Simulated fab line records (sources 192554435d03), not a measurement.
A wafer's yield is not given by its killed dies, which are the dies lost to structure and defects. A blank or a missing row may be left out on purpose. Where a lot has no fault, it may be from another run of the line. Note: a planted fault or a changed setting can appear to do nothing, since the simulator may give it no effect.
Which tool was responsible?	flow n5 finfet	9 lots with 26 wafers sampled at 6 steps, on a route of 1938 steps

WHAT THE GAUGES READ, wafer by wafer
N5_HKMG_FIN_CD_MEAS_49 targets a cd of 202 nm.
lot	measured	on	cd nm (nm)
L144	day 4 19:02	cd sem-01	202.2 201.9 203.6
L146	day 5 10:01	cd sem-03	202.5 202.1 201.8
L148	day 5 19:20	cd sem-02	203.5 201.5 203.2
L153	day 6 23:41	cd sem-02	202.6 202.3
L158	day 8 04:07	cd sem-02	202.5 201.8 202.4
L159	day 8 10:49	cd sem-02	212.4 212.3 211.5
L160	day 8 15:19	cd sem-02	210.4 209.2 207.9
L163	day 9 12:19	cd sem-03	203.8 203.5 203.3
L164	day 9 18:47	cd sem-02	201.3 202.1 202.5

N5_BEOL_M4_RC_MEAS_101.
lot	measured	on	DIBL_N (mV/V)	DIBL_P (mV/V)	IOFF_N (nA/um)	IOFF_P (nA/um)	ION_N (uA/um)	ION_P (uA/um)	SS_N (mV/dec)	SS_P (mV/dec)	VT_N (mV)	VT_P (mV)
L144	day 9 02:25	prober-02	33.3 36.6 34.8	33.6 37.5 34.4	0.12 0.17 0.14	0.15 0.20 0.15	657 680 656	446 458 444	70.9 72.6 71.8	73.0 73.8 73.3	253 247 251	-255 -251 -255
L146	day 9 03:22	prober-01	38.7 36.1 33.1	39.3 35.5 32.3	0.21 0.16 0.12	0.26 0.19 0.16	690 675 662	471 459 452	72.2 72.4 71.2	74.5 73.7 72.1	245 249 252	-249 -251 -253
L148	day 9 22:17	prober-01	36.5 34.2 35.0	35.6 34.0 34.3	0.15 0.13 0.13	0.20 0.19 0.19	672 682 673	462 473 465	71.5 70.9 70.7	73.3 72.4 72.6	249 253 251	-249 -250 -249
L153	day 11 07:55	prober-01	34.9 35.5	34.8 36.6	0.14 0.15	0.18 0.20	681 666	466 456	71.4 71.6	72.5 73.4	250 246	-250 -254
L158	day 12 02:56	prober-02	37.0 37.4 36.6	38.5 38.1 36.9	0.17 0.20 0.17	0.24 0.23 0.22	661 697 686	456 478 464	72.0 71.2 70.7	73.5 73.8 72.4	246 243 248	-249 -251 -250
L159	day 12 00:15	prober-02	38.2 38.3 37.3	34.2 37.3 36.2	0.15 0.17 0.16	0.19 0.23 0.22	658 691 687	452 473 474	71.8 71.6 71.0	73.3 73.5 73.4	253 245 248	-253 -251 -249
L160	day 12 17:16	prober-02	38.6 39.9 38.5	39.0 42.4 39.0	0.18 0.22 0.20	0.23 0.29 0.25	675 696 689	464 482 472	71.9 72.1 71.6	73.4 73.9 73.0	249 245 246	-250 -248 -250
L163	day 13 18:15	prober-01	37.4 33.0 37.6	40.0 33.5 40.5	0.21 0.14 0.22	0.26 0.17 0.25	678 679 692	458 467 470	71.8 71.5 72.9	74.5 72.5 74.6	242 249 244	-250 -254 -249
L164	day 13 18:21	prober-02	36.0 35.7 35.6	37.0 36.7 37.8	0.18 0.18 0.19	0.25 0.25 0.28	684 693 700	464 475 491	71.0 71.2 71.5	73.4 73.6 74.2	245 244 245	-248 -245 -245

WHAT TOOL EACH LOT RAN ON (gives the tool, then ch and the chambers of the sampled wafers, and finally the start)
lot	N5_SDB_CUT_ETCH_26	N5_HKMG_FIN_EXPOSE_46	N5_HKMG_FIN_ETCH_54	N5_HKMG_FIN_ETCH_55
L144	rie si-04 ch 0,3, day 4 14:14	arfi scanner-01 ch 0, day 4 18:55	rie diel-04 ch 0,3, day 4 19:09	rie diel-04 ch 0,3, day 4 19:13
L146	rie si-04 ch 0,3, day 5 04:49	arfi scanner-03 ch 0, day 5 09:54	rie diel-06 ch 0,1,2, day 5 10:08	rie diel-06 ch 0,1,2, day 5 10:11
L148	rie si-04 ch 0,3, day 5 14:30	arfi scanner-01 ch 0, day 5 19:13	rie diel-06 ch 2,3, day 5 19:28	rie diel-06 ch 2,3, day 5 19:31
L153	rie si-06 ch 0,3, day 6 18:27	arfi scanner-03 ch 0, day 6 23:34	rie diel-06 ch 0,1, day 6 23:55	rie diel-06 ch 0,1, day 7 00:02
L158	rie si-03 ch 1,3, day 7 23:20	arfi scanner-02 ch 0, day 8 03:59	rie diel-06 ch 0,1,2, day 8 04:14	rie diel-06 ch 0,1,2, day 8 04:17
L159	rie si-04 ch 1,3, day 8 06:02	arfi scanner-01 ch 0, day 8 10:42	rie diel-06 ch 0,1,3, day 8 10:59	rie diel-06 ch 0,1,3, day 8 11:02
L160	rie si-04 ch 0,3, day 8 10:38	arfi scanner-01 ch 0, day 8 15:11	rie diel-01 ch 1,2,3, day 8 15:29	rie diel-01 ch 1,2,3, day 8 15:33
L163	rie si-04 ch 0,1,2, day 9 07:33	arfi scanner-02 ch 0, day 9 12:11	rie diel-01 ch 0,1,3, day 9 12:26	rie diel-01 ch 0,1,3, day 9 12:29
L164	rie si-03 ch 0,1,2, day 9 14:00	arfi scanner-02 ch 0, day 9 18:40	rie diel-06 ch 0,2, day 9 18:55	rie diel-06 ch 0,2, day 9 18:58
- N5_SDB_CUT_ETCH_26: etches Si in HBr/Cl2/O2, target depth 129.6 nm, bt time 20 s, time 51.8 s.
- N5_HKMG_FIN_EXPOSE_46: exposes mask NDIPOLE.
- N5_HKMG_FIN_ETCH_54: etches SiARC in CF4, target depth 45.5 nm, time 75.8 s.
- N5_HKMG_FIN_ETCH_55: etches SOC in N2/H2, target depth 240 nm, time 300 s.

AS READ BY THE TOOLS THEMSELVES (means over the sampled wafers that have a number; for cases with no such wafer, the mark the record gives instead)
N5_SDB_CUT_ETCH_26.
lot	tool	O2_flow_sccm (sccm)	drypump motor current A (A)	oes product au (a.u.)	throttle valve pct (%)
L144	rie si-04	12.03	6.0	1.006	37.6
L146	rie si-04	11.99	6.0	1.006	37.6
L148	rie si-04	12.01	6.1	1.009	37.6
L153	rie si-06	11.98	5.8	0.993	36.7
L158	rie si-03	11.95	5.9	0.998	37.1
L159	rie si-04	11.96	5.6	1.011	37.5
L160	rie si-04	11.96	6.0	1.004	37.6
L163	rie si-04	12.01	5.9	1.006	37.3
L164	rie si-03	12.02	5.7	0.994	37.6

N5_HKMG_FIN_EXPOSE_46.
lot	tool	exposure dose mJ cm2
L144	arfi scanner-01	40.44
L146	arfi scanner-03	40.03
L148	arfi scanner-01	40.53
L153	arfi scanner-03	40.04
L158	arfi scanner-02	40.00
L159	arfi scanner-01	46.19
L160	arfi scanner-01	45.01
L163	arfi scanner-02	39.93
L164	arfi scanner-02	39.96

N5_HKMG_FIN_ETCH_54.
lot	tool	drypump motor current A (A)	etch rf on time s (s)	oes product au (a.u.)	rf vpp V (V)	showerhead plenum p Torr (Torr)	throttle valve pct (%)
L144	rie diel-04	6.20	74.0	0.77	184.5	2.15	15.23
L146	rie diel-06	5.70	75.7	0.69	184.4	2.17	15.60
L148	rie diel-06	5.93	74.9	0.73	184.4	2.17	15.51
L153	rie diel-06	5.76	76.9	0.66	183.4	2.16	15.54
L158	rie diel-06	5.72	74.7	0.68	184.1	2.16	15.65
L159	rie diel-06	5.85	76.2	0.67	183.9	2.15	15.53
L160	rie diel-01	5.63	78.2	0.63	184.4	2.14	15.93
L163	rie diel-01	5.41	75.3	0.69	184.7	2.18	15.70
L164	rie diel-06	5.62	74.1	0.70	184.8	2.14	15.63

N5_HKMG_FIN_ETCH_55.
lot	tool	drypump motor current A (A)	oes product au (a.u.)	rf vpp V (V)	showerhead plenum p Torr (Torr)	throttle valve pct (%)
L144	rie diel-04	6.20	0.91	523.4	2.56	17.57
L146	rie diel-06	5.71	0.82	524.1	2.56	17.82
L148	rie diel-06	5.93	0.86	525.4	2.57	17.66
L153	rie diel-06	5.76	0.77	523.4	2.55	17.84
L158	rie diel-06	5.72	0.79	524.3	2.55	17.85
L159	rie diel-06	5.84	0.77	523.7	2.56	17.76
L160	rie diel-01	5.66	0.74	523.9	2.55	18.21
L163	rie diel-01	5.40	0.81	524.5	2.61	18.09
L164	rie diel-06	5.64	0.83	524.7	2.53	17.84

THE ANSWER, worked out from the rows above alone
Rule: what is usual is taken from the lots themselves. Put in order of their means at a reading, lots are off if they are a third of the lots or fewer, leave a main group of 4 or more, and stand apart from it by a gap of 3 or more times the standard deviation of the main group's means; of several such gaps the widest counts. The tables above print the reading to a certain number of digits; a main group whose means all agree to those digits is not used. Also off: a lot with no number at a reading for which 4 or more lots have one. The other lots that the step has rows for count as sound. Order of review: gauges by route order, followed by the tools' own readings, for which a lot's mean as printed above is used. The first step at which some lot is off is used, and at that step the reading that is off furthest; a lot without a number counts as furthest.
Off, at N5_HKMG_FIN_CD_MEAS_49 on cd nm: L159, L160. Mean 202.5 nm and standard deviation 0.48 in the main group.
If a tool, at a process step before that reading, ran all the lots that are off and no sound lot after the first of them, it fits. Not tried: the gauges at N5_HKMG_FIN_CD_MEAS_49; whatever is off there is also off at N5_HKMG_FIN_EXPOSE_46, on other tools, and gauge error can't account for it. One fits: N5_HKMG_FIN_EXPOSE_46 on arfi scanner-01. Its last sound lot is L148 (day 5 19:13), its first lot that is off L159 (day 8 10:42): a fault that began between those two fits.
On the lots that are off, the tool's own readings at N5_HKMG_FIN_EXPOSE_46 differ by more than 5 times the standard deviation of the sound lots' means, which bears it out; exposure dose mJ cm2 reads 45.60 there versus 40.13 on the sound lots.

WHAT WAS PUT IN BY THE SIMULATOR
Process parameter drift: arfi scanner-01, from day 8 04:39 on, at N5_HKMG_FIN_EXPOSE_46. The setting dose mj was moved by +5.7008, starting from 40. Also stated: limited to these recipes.
Struck lots among those shown: L159, L160. This agrees with what the rule above found.
